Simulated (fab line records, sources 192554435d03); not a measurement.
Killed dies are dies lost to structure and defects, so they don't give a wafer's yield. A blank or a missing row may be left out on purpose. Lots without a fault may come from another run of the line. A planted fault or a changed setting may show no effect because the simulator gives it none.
Which tool did it? | flow n5_finfet | 8 lots, 24 wafers sampled, at 5 steps of a route of 1938

WHAT THE GAUGES READ, wafer by wafer
N5_BEOL_M4_RC_MEAS_101.
lot  | measured     | on        | DIBL_N (mV/V)
L305 | day 7 14:05  | prober-01 | 36.3 35.6 36.4
L309 | day 8 20:59  | prober-01 | 36.0 36.0 36.9
L310 | day 9 13:40  | prober-01 | 37.4 37.9 36.1
L311 | day 9 11:40  | prober-01 | 36.4 33.3 35.5
L323 | day 12 16:58 | prober-01 | 33.7 32.4 34.8
L322 | day 12 18:50 | prober-02 | 35.7 35.6 35.6
L325 | day 12 22:19 | prober-02 | 38.6 36.9 39.0
L326 | day 13 12:11 | prober-01 | 36.0 37.5 36.9

WHICH TOOL RAN EACH LOT (tool, then ch and the chambers of the sampled wafers, then the start)
lot  | N5_BEOL_M4_ETCH_77                 | N5_BEOL_M4_ETCH_70                 | N5_BEOL_M4_ETCH_41                            | N5_BEOL_M4_STRIP_97
L305 | rie_diel-04 ch 0,1, day 7 04:01    | rie_diel-01 ch 0,1,3, day 7 09:24  | rie_diel-01 ch 0,1,3, day 7 14:05 or earlier  | rie_diel-01 ch 0,1,3, day 7 14:05 or earlier
L309 | rie_diel-01 ch 1,2,3, day 8 11:41  | rie_diel-01 ch 0,1,2, day 8 16:43  | rie_diel-01 ch 0,1,2, day 8 20:59 or earlier  | rie_diel-01 ch 0,1,2, day 8 20:59 or earlier
L310 | rie_diel-03 ch 2,3, day 8 13:10    | rie_diel-04 ch 0,3, day 9 07:13    | rie_diel-04 ch 0,3, day 9 13:40 or earlier    | rie_diel-04 ch 0,3, day 9 13:40 or earlier
L311 | rie_diel-04 ch 2,3, day 8 14:23    | rie_diel-01 ch 1,2,3, day 9 06:58  | rie_diel-01 ch 1,2,3, day 9 11:40 or earlier  | rie_diel-01 ch 1,2,3, day 9 11:40 or earlier
L323 | rie_diel-04 ch 1,2,3, day 12 10:49 | rie_diel-01 ch 1,2,3, day 12 12:34 | rie_diel-01 ch 1,2,3, day 12 16:58 or earlier | rie_diel-01 ch 1,2,3, day 12 16:58 or earlier
L322 | rie_diel-01 ch 0,1,2, day 12 12:10 | rie_diel-01 ch 0,2,3, day 12 12:58 | rie_diel-01 ch 0,2,3, day 12 18:50 or earlier | rie_diel-01 ch 0,2,3, day 12 18:50 or earlier
L325 | rie_diel-04 ch 0,1, day 12 15:09   | rie_diel-01 ch 0,1, day 12 17:25   | rie_diel-01 ch 0,1, day 12 22:19 or earlier   | rie_diel-01 ch 0,1, day 12 22:19 or earlier
L326 | rie_diel-01 ch 0,1,2, day 13 02:47 | rie_diel-01 ch 0,1,3, day 13 05:31 | rie_diel-01 ch 0,1,3, day 13 12:11 or earlier | rie_diel-01 ch 0,1,3, day 13 12:11 or earlier
- N5_BEOL_M4_ETCH_77: etches underlayer in N2/H2, target depth 6.5 nm, time 5.2 s.
- N5_BEOL_M4_ETCH_70: etches SOC in N2/H2, target depth 80 nm, overetch 24 nm, time 130 s.
- N5_BEOL_M4_ETCH_41: etches SiCN in CH3F/O2, target depth 29.9 nm, time 52.5 s.
- N5_BEOL_M4_STRIP_97: strips in N2/H2, time 10 s.

THE ANSWER, worked out from the rows above alone
Rule: what is usual is taken from the lots themselves. Put in order of their means at a reading, lots are off if they are a third of the lots or fewer, leave a main group of 4 or more, and stand apart from it by a gap of 3 or more times the standard deviation of the main group's means; of several such gaps the widest counts. A main group whose means are all the same, to the digits that the tables above print for the reading, isn't used. A lot without any number at a reading at which 4 lots or more have one is off too. The other lots that the step has rows for count as sound.
No lot is off at any reading shown: from this, nothing can be told.

WHAT THE SIMULATOR HAD PUT IN
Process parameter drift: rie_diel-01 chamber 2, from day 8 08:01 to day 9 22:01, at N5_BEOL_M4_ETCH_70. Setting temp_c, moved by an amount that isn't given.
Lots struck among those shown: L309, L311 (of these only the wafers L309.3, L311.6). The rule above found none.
